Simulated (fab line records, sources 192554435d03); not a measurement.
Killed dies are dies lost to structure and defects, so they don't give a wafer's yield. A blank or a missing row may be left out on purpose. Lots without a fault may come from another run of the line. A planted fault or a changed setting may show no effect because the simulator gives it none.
fab line records | flow n5_finfet | part 1 of 2: steps 1 to 3 of 6
record lots=24 wafers=72 last_day=18
route steps=1938 shown BEOL_M3@974
lots that met no fault: from a run of the same line without faults
start_h: hours from the record's first day to the start of the lot's first wafer shown | wait_h: hours since the lot's step before | " the same as in the row above | L1.1+2: a row that stands for several wafers | - no value, or no start given | * or withheld: withheld | < > ~ a bound
route shown NAME@n: a module of which the file shows steps, and the number in the route of the first | usual: mean/standard deviation of fault-free wafers | same: alike in all rows | chamber/n: place in a boat | sites: the reading at each site | _std_site: their standard deviation | _edge_site: outer sites' mean less inner sites' | radius_mm: how far each site lies from the wafer's centre | mask NAME#n: copy n | behind: the tool/chamber that last shaped the wafer | hold: why the lot was held/for how many hours/how that ended | device: the transistor (n, p or np) that didn't switch | end of line: the same wafers' tests at the end of the route | a step without rows: its recipe alone | killed: dies lost to structure and defects at the first sort, not the wafer's yield | map: a wafer's dies, x killed, . not, _ none there
set.NAME: the setting as run; set.NAME@STEP: as run at that earlier step | model.NAME: the simulator's own value behind a step, which no gauge read
steps of the route over a sample of lots; a table a step, a row a wafer
services: from which hour (start_h, from the record's first day; less than 0 if before it) a tool's chamber was out of use, for how many hours, and why
## steps
# step N5_BEOL_M3_ETCH_70
# recipe chemistry=N2/H2 target=SOC target_depth_a=800 overetch_a=160 mask_material=SiARC temp_c=40 time_s=120 ion_energy_ev=200 pressure_mtorr=30 source_w=840 bias_w=150 n2_flow_sccm=200 h2_flow_sccm=200
# usual drypump_motor_current_A=5.4/0.43 oes_product_au=0.62/0.063 rf_vpp_V=523.8/2.2 showerhead_plenum_p_Torr=2.54/0.069 throttle_valve_pct=17.85/0.29
# columns lot.wafer tool chamber start_h wait_h drypump_motor_current_A oes_product_au rf_hours_counter_h rf_vpp_V showerhead_plenum_p_Torr throttle_valve_pct
L074.1 rie_diel-04 1 151.99 0.0 5.4 0.55 175 523.2 2.52 18.03
L074.2 " 0 " " 5.6 0.73 5 523.5 2.51 17.90
L074.3 " 2 " " 5.2 0.70 23 524.5 2.60 17.83
L076.1 rie_diel-05 0 157.49 0.0 5.2 0.59 118 522.3 2.46 18.09
L076.4 " 1 " " 5.8 0.63 88 524.6 2.56 17.66
L076.6 " 3 " " 5.6 0.52 - 525.5 2.62 17.88
L075.1 rie_diel-04 2 162.97 0.0 5.2 0.69 28 524.9 2.60 17.85
L075.3 " 1 " " 5.4 0.56 180 523.7 2.52 18.06
L075.4 " 1 " " 5.4 0.56 - 524.1 2.52 18.05
L077.2 rie_diel-06 1 162.99 0.0 6.3 0.68 20 528.0 2.69 17.52
L077.4 " 0 " " 5.1 0.54 - 523.0 2.54 18.42
L077.6 " 0 " " 5.0 0.54 - 523.2 2.54 18.43
L078.1 rie_diel-04 0 168.63 0.0 5.6 0.72 12 522.3 2.50 17.90
L078.3 " 2 " " 5.2 0.68 30 525.2 2.60 17.83
L078.4 " 2 " " 5.2 0.68 - 525.7 2.60 17.86
L079.2 rie_diel-05 1 179.02 0.0 5.8 0.62 95 525.0 2.56 17.69
L079.3 " 3 " " 5.7 0.53 218 526.1 2.62 17.88
L079.6 " 1 " " 5.8 0.63 - 525.5 2.56 17.67
L080.1 rie_diel-05 2 184.26 0.0 5.9 0.64 64 525.3 2.57 17.66
L080.3 " 0 " " 5.2 0.60 125 522.5 2.46 18.10
L080.6 " 0 " " 5.1 0.59 - 522.9 2.46 18.12
L081.4 rie_diel-06 0 193.37 0.0 5.0 0.53 226 521.4 2.53 18.44
L081.5 " 1 " " 6.3 0.67 - 528.8 2.69 17.54
L081.6 " 0 " " 5.0 0.54 - 521.9 2.53 18.44
L082.1 rie_diel-06 0 194.75 0.0 5.0 0.53 227 524.4 2.53 18.46
L082.5 " 0 " " 5.0 0.54 - 522.1 2.53 18.43
L082.6 " 3 " " 4.8 0.67 - 523.7 2.50 17.60
L083.2 rie_diel-04 1 202.63 0.0 5.4 0.54 193 522.9 2.51 18.06
L083.4 " 3 " " 4.8 0.73 8 521.4 2.48 17.23
L083.6 " 3 " " 4.8 0.73 - 522.2 2.48 17.25
L084.1 rie_diel-06 0 206.70 0.0 5.1 0.53 231 521.9 2.53 18.46
L084.3 " 2 " " 5.6 0.59 132 520.6 2.45 18.12
L084.4 " 1 " " 6.3 0.68 33 528.0 2.69 17.54
L085.1 rie_diel-06 0 209.58 0.0 5.0 0.54 232 522.6 2.53 18.46
L085.3 " 3 " " 4.8 0.67 43 521.6 2.50 17.62
L085.5 " 0 " " 5.0 0.53 - 522.6 2.53 18.45
L086.1 rie_diel-05 2 222.83 0.0 5.8 0.63 72 523.1 2.57 17.66
L086.3 " 1 " " 5.7 0.61 104 525.4 2.55 17.67
L086.5 " 2 " " 5.8 0.64 - 524.5 2.57 17.68
L087.2 rie_diel-04 3 227.69 0.0 4.8 0.72 15 522.9 2.47 17.25
L087.5 " 2 " " 5.2 0.66 - 524.9 2.59 17.89
L087.6 " 1 " " 5.4 0.55 - 524.1 2.51 18.08
L088.1 rie_diel-05 2 231.51 0.0 5.8 0.63 75 524.3 2.57 17.68
L088.3 " 3 " " 5.7 0.52 231 526.8 2.62 17.89
L088.5 " 1 " " 5.8 0.61 - 525.6 2.55 17.70
L089.1 rie_diel-05 3 241.41 0.0 5.7 0.51 234 526.1 2.62 17.90
L089.2 " 2 " " 5.9 0.63 78 526.3 2.57 17.69
L089.6 " 1 " " 5.8 0.61 - 525.3 2.55 17.71
L090.1 rie_diel-04 0 241.75 0.0 5.6 0.67 34 521.4 2.49 17.95
L090.5 " 3 " " 4.8 0.70 - 523.3 2.47 17.26
L090.6 " 0 " " 5.6 0.68 - 523.2 2.49 17.94
L091.1 rie_diel-05 1 251.24 0.0 5.8 0.60 113 524.0 2.55 17.72
L091.5 " 3 " " 5.7 0.52 - 526.8 2.61 17.91
L091.6 " 2 " " 5.8 0.62 - 524.0 2.56 17.69
L092.1 rie_diel-04 1 257.48 0.0 5.4 0.54 210 523.7 2.51 18.10
L092.3 " 3 " " 4.8 0.70 24 523.0 2.47 17.26
L092.4 " 0 " " 5.6 0.67 39 521.7 2.49 17.97
L093.2 rie_diel-06 2 269.60 0.0 5.7 0.57 153 520.2 2.44 18.15
L093.4 " 1 " " 6.3 0.64 - 527.6 2.68 17.58
L093.5 " 2 " " 5.6 0.58 - 522.0 2.44 18.15
L095.3 rie_diel-04 2 275.09 0.0 5.2 0.65 61 525.0 2.58 17.90
L095.4 " 1 " " 5.4 0.54 214 523.7 2.50 18.10
L095.6 " 1 " " 5.4 0.54 - 522.6 2.50 18.10
L094.2 rie_diel-06 1 275.12 0.0 6.3 0.64 58 527.6 2.68 17.60
L094.4 " 2 " " 5.6 0.58 - 520.5 2.44 18.15
L094.6 " 1 " " 6.3 0.64 - 526.3 2.68 17.58
L097.4 rie_diel-06 2 290.51 0.0 5.6 0.57 160 520.1 2.44 18.16
L097.5 " 3 " " 4.8 0.64 - 522.3 2.49 17.67
L097.6 " 0 " " 5.0 0.78 - 521.7 2.52 18.12
L096.1 rie_diel-04 1 294.19 0.0 5.4 0.53 219 522.4 2.50 18.11
L096.5 " 3 " " 4.8 0.68 - 520.2 2.47 17.30
L096.6 " 2 " " 5.2 0.65 - 525.8 2.58 17.91
# step N5_BEOL_M3_VIA_ETCH_34
# recipe chemistry=C4F6/O2 target_depth_a=694 mask_material=SOC pressure_mtorr=15 ion_energy_ev=250 taper_deg=4 time_s=65.9 source_w=350 bias_w=170 Ar_flow_sccm=300 C4F6_flow_sccm=10 O2_flow_sccm=10
# usual drypump_motor_current_A=5.4/0.43 oes_ar_750_au=0.81/0.079 oes_product_au=0.81/0.083 rf_vpp_V=667/17 showerhead_plenum_p_Torr=2.84/0.08 throttle_valve_pct=30.8/0.31
# columns lot.wafer tool chamber start_h wait_h drypump_motor_current_A oes_ar_750_au oes_product_au rf_hours_counter_h rf_vpp_V showerhead_plenum_p_Torr throttle_valve_pct
L074.1 rie_diel-04 1 152.09 0.0 5.4 0.73 0.73 175 667 2.83 31.0
L074.2 " 0 " " 5.6 0.94 0.97 5 662 2.76 30.6
L074.3 " 2 " " 5.2 0.87 0.90 23 688 2.91 30.9
L076.1 rie_diel-05 0 157.59 0.0 5.1 0.76 0.79 118 678 2.74 31.0
L076.4 " 1 " " 5.8 0.83 0.83 88 639 2.84 30.5
L076.6 " 3 " " 5.7 0.69 0.68 - 693 2.97 31.2
L075.1 rie_diel-04 2 163.07 0.0 5.1 0.87 0.89 28 690 2.91 30.9
L075.3 " 1 " " 5.3 0.72 0.72 180 668 2.83 31.0
L075.4 " 1 " " 5.4 0.73 0.73 - 669 2.83 31.0
L077.2 rie_diel-06 1 163.14 0.0 6.3 0.88 0.89 20 679 3.00 30.3
L077.4 " 0 " " 5.0 0.70 0.69 - 668 2.81 30.9
L077.6 " 0 " " 5.0 0.70 0.70 - 666 2.81 30.9
L078.1 rie_diel-04 0 168.73 0.0 5.6 0.91 0.94 12 662 2.76 30.7
L078.3 " 2 " " 5.2 0.86 0.88 31 690 2.91 31.0
L078.4 " 2 " " 5.2 0.86 0.88 - 690 2.91 30.9
L079.2 rie_diel-05 1 179.12 0.0 5.8 0.82 0.81 95 637 2.84 30.5
L079.3 " 3 " " 5.6 0.69 0.67 218 691 2.97 31.2
L079.6 " 1 " " 5.8 0.83 0.82 - 639 2.84 30.5
L080.1 rie_diel-05 2 184.36 0.0 5.8 0.84 0.85 64 645 2.86 30.4
L080.3 " 0 " " 5.2 0.77 0.77 125 677 2.73 31.0
L080.6 " 0 " " 5.1 0.77 0.78 - 678 2.73 31.0
L081.4 rie_diel-06 0 193.47 0.0 5.0 0.70 0.69 226 665 2.80 30.9
L081.5 " 1 " " 6.3 0.86 0.86 - 681 2.99 30.3
L081.6 " 0 " " 5.0 0.69 0.69 - 667 2.80 31.0
L082.1 rie_diel-06 0 194.85 0.0 5.0 0.69 0.69 227 667 2.80 31.0
L082.5 " 0 " " 5.0 0.70 0.69 - 668 2.80 31.0
L082.6 " 3 " " 4.8 0.87 0.87 - 642 2.77 30.4
L083.2 rie_diel-04 1 202.73 0.0 5.4 0.72 0.71 193 668 2.82 31.0
L083.4 " 3 " " 4.8 0.96 0.97 8 653 2.82 30.7
L083.6 " 3 " " 4.8 0.96 0.97 - 654 2.82 30.7
L084.1 rie_diel-06 0 206.80 0.0 5.0 0.69 0.69 231 668 2.80 31.0
L084.3 " 2 " " 5.6 0.75 0.77 132 679 2.75 31.3
L084.4 " 1 " " 6.3 0.85 0.87 33 680 2.99 30.3
L085.1 rie_diel-06 0 209.68 0.0 5.0 0.69 0.70 232 666 2.80 31.0
L085.3 " 3 " " 4.8 0.86 0.85 44 643 2.77 30.5
L085.5 " 0 " " 5.0 0.69 0.69 - 665 2.80 30.9
L086.1 rie_diel-05 2 222.93 0.0 5.8 0.84 0.83 72 646 2.85 30.4
L086.3 " 1 " " 5.8 0.82 0.81 104 638 2.83 30.5
L086.5 " 2 " " 5.8 0.83 0.82 - 644 2.85 30.4
L087.2 rie_diel-04 3 227.79 0.0 4.8 0.93 0.95 15 652 2.82 30.7
L087.5 " 2 " " 5.2 0.84 0.86 - 690 2.90 31.0
L087.6 " 1 " " 5.4 0.71 0.70 - 668 2.82 31.0
L088.1 rie_diel-05 2 231.61 0.0 5.8 0.84 0.83 75 644 2.85 30.4
L088.3 " 3 " " 5.6 0.68 0.67 231 692 2.96 31.2
L088.5 " 1 " " 5.8 0.81 0.80 - 637 2.83 30.6
L089.1 rie_diel-05 3 241.51 0.0 5.7 0.67 0.67 234 692 2.96 31.2
L089.2 " 2 " " 5.8 0.83 0.82 78 644 2.85 30.4
L089.6 " 1 " " 5.8 0.81 0.80 - 637 2.83 30.5
L090.1 rie_diel-04 0 241.85 0.0 5.6 0.86 0.89 34 663 2.75 30.7
L090.5 " 3 " " 4.8 0.93 0.94 - 653 2.82 30.7
L090.6 " 0 " " 5.6 0.86 0.89 - 663 2.75 30.7
L091.1 rie_diel-05 1 251.34 0.0 5.8 0.81 0.79 113 637 2.83 30.6
L091.5 " 3 " " 5.7 0.67 0.67 - 690 2.96 31.2
L091.6 " 2 " " 5.8 0.83 0.81 - 645 2.85 30.4
L092.1 rie_diel-04 1 257.58 0.0 5.4 0.70 0.70 210 667 2.82 31.1
L092.3 " 3 " " 4.8 0.92 0.94 24 651 2.82 30.7
L092.4 " 0 " " 5.6 0.86 0.88 39 663 2.75 30.7
L093.2 rie_diel-06 2 269.70 0.0 5.6 0.73 0.75 153 680 2.74 31.4
L093.4 " 1 " " 6.3 0.82 0.83 - 681 2.98 30.3
L093.5 " 2 " " 5.6 0.74 0.75 - 680 2.74 31.4
L095.3 rie_diel-04 2 275.19 0.0 5.2 0.82 0.83 61 689 2.89 31.0
L095.4 " 1 " " 5.4 0.70 0.70 214 665 2.81 31.1
L095.6 " 1 " " 5.4 0.70 0.70 - 668 2.81 31.1
L094.2 rie_diel-06 1 275.22 0.0 6.2 0.81 0.83 58 679 2.98 30.3
L094.4 " 2 " " 5.6 0.73 0.74 - 681 2.74 31.4
L094.6 " 1 " " 6.2 0.81 0.83 - 681 2.98 30.3
L097.4 rie_diel-06 2 290.61 0.0 5.6 0.73 0.74 160 680 2.74 31.3
L097.5 " 3 " " 4.8 0.83 0.82 - 642 2.76 30.5
L097.6 " 0 " " 5.0 0.99 0.97 - 667 2.79 30.9
L096.1 rie_diel-04 1 294.29 0.0 5.4 0.70 0.70 220 669 2.81 31.1
L096.5 " 3 " " 4.8 0.90 0.91 - 653 2.81 30.7
L096.6 " 2 " " 5.2 0.81 0.83 - 688 2.89 31.0
# step N5_BEOL_M3_STRIP_97
# recipe chemistry=N2/H2 time_s=10 power_w=450 temp_c=40 pressure_mtorr=20 rf_frequency_hz=6e+07 bias_power_w=7 n2_flow_sccm=200 h2_flow_sccm=200
# usual bias_power_w=6.999/0.022 drypump_motor_current_A=5.4/0.43 oes_product_au=0.82/0.089 rf_vpp_V=59.2/0.9 showerhead_plenum_p_Torr=2.54/0.069 throttle_valve_pct=23.7/0.37
# columns lot.wafer tool chamber start_h wait_h bias_power_w drypump_motor_current_A oes_product_au rf_hours_counter_h rf_vpp_V showerhead_plenum_p_Torr throttle_valve_pct
L074.1 rie_diel-04 1 - - 7.004 5.4 0.71 175 60.7 2.52 23.8
L074.2 " 0 " " 6.990 5.6 0.97 5 59.7 2.50 23.7
L074.3 " 2 " " 6.972 5.2 0.90 23 57.8 2.60 23.8
L076.1 rie_diel-05 0 - - 7.012 5.1 0.78 118 60.1 2.46 24.1
L076.4 " 1 " " 6.978 5.8 0.83 88 60.4 2.56 23.4
L076.6 " 3 " " 7.006 5.7 0.67 - 58.6 2.62 23.5
L075.1 rie_diel-04 2 - - 7.003 5.2 0.89 28 59.9 2.59 23.8
L075.3 " 1 " " 7.013 5.4 0.71 180 58.8 2.51 23.8
L075.4 " 1 " " 6.993 5.4 0.72 - 60.0 2.51 23.8
L077.2 rie_diel-06 1 - - 7.025 6.3 0.89 20 59.3 2.69 23.2
L077.4 " 0 " " 7.015 5.0 0.70 - 59.6 2.53 24.4
L077.6 " 0 " " 7.017 5.0 0.69 - 60.8 2.53 24.4
L078.1 rie_diel-04 0 - - 6.975 5.6 0.95 12 57.8 2.50 23.7
L078.3 " 2 " " 7.004 5.2 0.89 31 57.6 2.59 23.8
L078.4 " 2 " " 7.005 5.2 0.89 - 57.7 2.59 23.8
L079.2 rie_diel-05 1 - - 7.044 5.8 0.81 95 59.7 2.55 23.4
L079.3 " 3 " " 6.994 5.7 0.66 218 58.7 2.62 23.6
L079.6 " 1 " " 7.013 5.8 0.82 - 59.4 2.55 23.4
L080.1 rie_diel-05 2 - - 6.956 5.9 0.85 64 57.9 2.57 23.4
L080.3 " 0 " " 6.981 5.1 0.77 125 57.7 2.45 24.1
L080.6 " 0 " " 6.985 5.1 0.78 - 58.0 2.45 24.1
L081.4 rie_diel-06 0 - - 6.999 5.0 0.69 226 59.0 2.53 24.4
L081.5 " 1 " " 6.999 6.3 0.88 - 59.7 2.69 23.2
L081.6 " 0 " " 6.987 5.0 0.69 - 60.4 2.53 24.4
L082.1 rie_diel-06 0 - - 6.992 5.0 0.69 227 58.9 2.53 24.4
L082.5 " 0 " " 6.989 5.0 0.69 - 58.7 2.53 24.4
L082.6 " 3 " " 7.012 4.8 0.87 - 60.4 2.49 23.6
L083.2 rie_diel-04 1 - - 6.964 5.3 0.71 193 59.5 2.51 23.8
L083.4 " 3 " " 7.000 4.8 0.98 8 59.1 2.47 23.0
L083.6 " 3 " " 6.977 4.8 0.98 - 58.4 2.47 23.0
L084.1 rie_diel-06 0 - - 7.035 5.1 0.69 231 57.8 2.53 24.4
L084.3 " 2 " " 7.027 5.6 0.77 132 59.3 2.45 24.1
L084.4 " 1 " " 6.968 6.3 0.87 34 59.9 2.68 23.2
L085.1 rie_diel-06 0 - - 6.989 5.0 0.70 232 57.7 2.53 24.4
L085.3 " 3 " " 7.006 4.8 0.86 44 57.3 2.49 23.6
L085.5 " 0 " " 6.995 5.0 0.69 - 58.9 2.53 24.4
L086.1 rie_diel-05 2 - - 7.018 5.8 0.83 72 61.9 2.57 23.4
L086.3 " 1 " " 6.974 5.8 0.81 104 57.5 2.55 23.4
L086.5 " 2 " " 7.020 5.8 0.84 - 59.2 2.56 23.4
L087.2 rie_diel-04 3 - - 6.991 4.8 0.96 15 57.9 2.47 23.0
L087.5 " 2 " " 7.021 5.2 0.88 - 59.9 2.59 23.8
L087.6 " 1 " " 7.012 5.4 0.70 - 60.1 2.50 23.8
L088.1 rie_diel-05 2 - - 6.999 5.8 0.82 75 60.8 2.56 23.4
L088.3 " 3 " " 7.008 5.6 0.66 231 60.4 2.61 23.5
L088.5 " 1 " " 7.017 5.8 0.80 - 59.5 2.55 23.4
L089.1 rie_diel-05 3 - - 7.008 5.7 0.66 234 60.5 2.61 23.6
L089.2 " 2 " " 6.983 5.9 0.83 78 58.3 2.56 23.4
L089.6 " 1 " " 7.001 5.8 0.79 - 60.3 2.55 23.4
L090.1 rie_diel-04 0 - - 6.979 5.6 0.91 34 58.7 2.49 23.7
L090.5 " 3 " " 7.006 4.8 0.95 - 59.7 2.47 23.0
L090.6 " 0 " " 6.991 5.6 0.90 - 58.9 2.49 23.7
L091.1 rie_diel-05 1 - - 6.984 5.8 0.80 113 59.3 2.55 23.4
L091.5 " 3 " " 6.963 5.6 0.66 - 59.3 2.61 23.6
L091.6 " 2 " " 7.039 5.9 0.82 - 59.6 2.56 23.4
L092.1 rie_diel-04 1 - - 7.031 5.4 0.69 210 58.8 2.50 23.8
L092.3 " 3 " " 7.044 4.8 0.93 24 59.6 2.47 23.0
L092.4 " 0 " " 7.007 5.6 0.88 39 60.8 2.49 23.7
L093.2 rie_diel-06 2 - - 7.015 5.7 0.75 153 59.4 2.44 24.1
L093.4 " 1 " " 6.999 6.3 0.83 - 59.6 2.67 23.2
L093.5 " 2 " " 7.023 5.6 0.75 - 58.6 2.44 24.1
L095.3 rie_diel-04 2 - - 6.993 5.2 0.85 62 60.0 2.58 23.9
L095.4 " 1 " " 6.992 5.4 0.69 214 59.0 2.50 23.9
L095.6 " 1 " " 6.978 5.4 0.69 - 59.2 2.50 23.9
L094.2 rie_diel-06 1 - - 7.061 6.3 0.83 58 60.6 2.67 23.3
L094.4 " 2 " " 7.002 5.6 0.75 - 59.1 2.44 24.1
L094.6 " 1 " " 7.010 6.3 0.84 - 60.4 2.67 23.2
L097.4 rie_diel-06 2 - - 7.049 5.6 0.75 160 59.8 2.43 24.1
L097.5 " 3 " " 6.999 4.8 0.84 - 58.8 2.48 23.6
L097.6 " 0 " " 7.020 5.0 0.99 - 59.5 2.52 24.2
L096.1 rie_diel-04 1 - - 6.980 5.4 0.68 220 60.5 2.50 23.9
L096.5 " 3 " " 6.984 4.8 0.91 - 59.1 2.46 23.0
L096.6 " 2 " " 6.977 5.2 0.82 - 59.3 2.58 23.9
